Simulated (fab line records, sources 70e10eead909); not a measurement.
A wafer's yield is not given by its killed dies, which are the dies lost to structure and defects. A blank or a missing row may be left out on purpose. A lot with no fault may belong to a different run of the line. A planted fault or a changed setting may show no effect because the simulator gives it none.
Which of the tools did it?	flow nand-harc	12 lots with 36 wafers sampled at 3 steps, on a route of 1302 steps

## WHAT THE GAUGES SHOWED, per wafer
NHARC_A_SOURCE_PLATE_THK_MEAS_09: measures by ellipsometry. Usual: thk-nm 9.9 nm, standard deviation 0.96.
lot	measured	on	thk-nm (nm)	flag
L779	day 7 10:58	film-metro-01	8.8 9.8 10.8	
L780	day 7 17:02	film-metro-01	9.9 10.3 10.8	
L788	day 10 20:10	film-metro-02	10.7 9.6 9.6	
L789	day 11 07:11	film-metro-01	9.6 8.9 10.7	
L790	day 11 22:41	film-metro-01	11.3 8.7 9.4	
L791	day 11 22:43	film-metro-01	11.7 10.2 9.3	
L793	day 13 01:58	film-metro-01	9.7 8.4 10.9	
L795	day 13 17:52	film-metro-01	9.5 8.0 10.5	
L796	day 14 01:13	film-metro-02	11.5 10.4 10.1	
L797	day 14 12:48	film-metro-02	9.0 10.3 10.8	
L798	day 14 22:22	film-metro-02	9.9 11.1 10.5	
L802	day 16 19:02	film-metro-01	11.5 10.8 9.7	

## WHAT TOOL EACH LOT RAN ON (gives the tool, then ch and the chambers of the sampled wafers, and finally the start)
lot	NHARC_P_BONDPAD_CMP_19	NHARC_A_ZERO_WELL_ETCH_19
L779	cmp-04 ch 0,2,3, day 7 00:12	rie-diel-13 ch 0,1,3, day 7 02:24
L780	cmp-03 ch 0,3, day 7 06:47	rie-diel-09 ch 0,1,3, day 7 08:55
L788	cmp-03 ch 0,3, day 10 09:47	rie-diel-09 ch 0,1,3, day 10 11:46
L789	cmp-03 ch 1,2,3, day 10 20:39	rie-diel-03 ch 0,1,3, day 10 22:37
L790	cmp-04 ch 1,3, day 11 11:58	rie-diel-09 ch 2,3, day 11 14:01
L791	cmp-01 ch 1,2,3, day 11 14:37	rie-diel-13 ch 0,1,3, day 11 16:39
L793	cmp-03 ch 0,1,3, day 12 16:34	rie-diel-13 ch 1,2, day 12 18:26
L795	cmp-03 ch 0,1, day 13 07:46	rie-diel-09 ch 2,3, day 13 09:52
L796	cmp-03 ch 0,1,2, day 13 14:37	rie-diel-13 ch 1,3, day 13 16:43
L797	cmp-01 ch 0,1,3, day 14 02:11	rie-diel-03 ch 1,2, day 14 04:17
L798	cmp-03 ch 0,1,3, day 14 11:49	rie-diel-13 ch 0,1,3, day 14 13:54
L802	cmp-03 ch 1,2,3, day 16 08:10	rie-diel-13 ch 1,3, day 16 10:21
- NHARC_P_BONDPAD_CMP_19: polishes, t overpolish 30 s, cu recess touch 16 s, target thk 160.81 nm.
- NHARC_A_ZERO_WELL_ETCH_19: etches the open film in N2/H2, target depth 80 nm, overetch 24 nm, time 87.88 s.

## AS READ BY THE TOOLS THEMSELVES (means over the sampled wafers that have a number; for cases with no such wafer, the mark the record gives instead)
NHARC_P_BONDPAD_CMP_19. Usual: motor-current-A 12.5 A, standard deviation 0.89; overpolish-run-s 30.000 s, standard deviation 0.0089.
lot	tool	motor-current-A (A)	overpolish-run-s (s)	flag
L779	cmp-04	12.3	29.995	
L780	cmp-03	12.8	30.003	
L788	cmp-03	12.9	30.000	
L789	cmp-03	12.4	30.001	
L790	cmp-04	11.6	30.000	
L791	cmp-01	12.8	30.000	
L793	cmp-03	12.4	30.004	
L795	cmp-03	12.4	29.994	
L796	cmp-03	13.0	30.000	
L797	cmp-01	12.3	30.003	
L798	cmp-03	12.0	30.008	
L802	cmp-03	12.5	30.008	

NHARC_A_ZERO_WELL_ETCH_19. Usual: drypump-motor-current-A 5.70 A, standard deviation 0.26; mfc-ar-sccm 0.009 sccm, standard deviation 0.011; oes-product-au 0.999 a.u., standard deviation 0.0066; rf-vpp-V 432.0 V, standard deviation 2.2; showerhead-plenum-p-Torr 2.10 Torr, standard deviation 0.071; throttle-valve-pct 14.171 %, standard deviation 0.0095.
lot	tool	drypump-motor-current-A (A)	mfc-ar-sccm (sccm)	oes-product-au (a.u.)	rf-vpp-V (V)	showerhead-plenum-p-Torr (Torr)	throttle-valve-pct (%)	flag
L779	rie-diel-13	5.58	0.015	0.996	432.2	2.09	14.166	
L780	rie-diel-09	5.53	0.011	0.997	433.0	2.14	14.163	
L788	rie-diel-09	5.55	0.011	1.005	432.8	2.13	14.170	
L789	rie-diel-03	5.82	0.000	1.003	432.3	2.12	14.163	
L790	rie-diel-09	5.40	0.025	0.999	430.6	2.05	14.173	
L791	rie-diel-13	5.58	0.015	0.993	431.4	2.08	14.174	
L793	rie-diel-13	5.85	0.006	1.002	428.5	1.99	14.165	
L795	rie-diel-09	5.39	0.025	1.006	430.4	2.04	14.172	
L796	rie-diel-13	5.63	0.021	0.998	432.1	2.08	14.175	
L797	rie-diel-03	6.07	0.004	1.001	432.4	2.09	14.168	
L798	rie-diel-13	5.59	0.015	1.003	431.4	2.08	14.181	
L802	rie-diel-13	5.70	0.024	1.001	433.0	2.13	14.165	

## THE ANSWER, worked out from the rows above alone
Rule: take the mean of a lot's wafers that have a number; if it is more than 3 standard deviations from the usual mean, the lot is off. Also off: a lot with no number at a reading for which 4 or more lots have one. All remaining lots with rows at the step are treated as sound. After the gauges, taken in route order, come the tools' own readings; for these a lot's mean is taken, as printed above. At the first step where some lot is off, the reading lying furthest off is the one used; lots without a number count as furthest.
No lot is off at any reading shown: from this, nothing can be told.

## WHAT THE SIMULATOR HAD INSERTED
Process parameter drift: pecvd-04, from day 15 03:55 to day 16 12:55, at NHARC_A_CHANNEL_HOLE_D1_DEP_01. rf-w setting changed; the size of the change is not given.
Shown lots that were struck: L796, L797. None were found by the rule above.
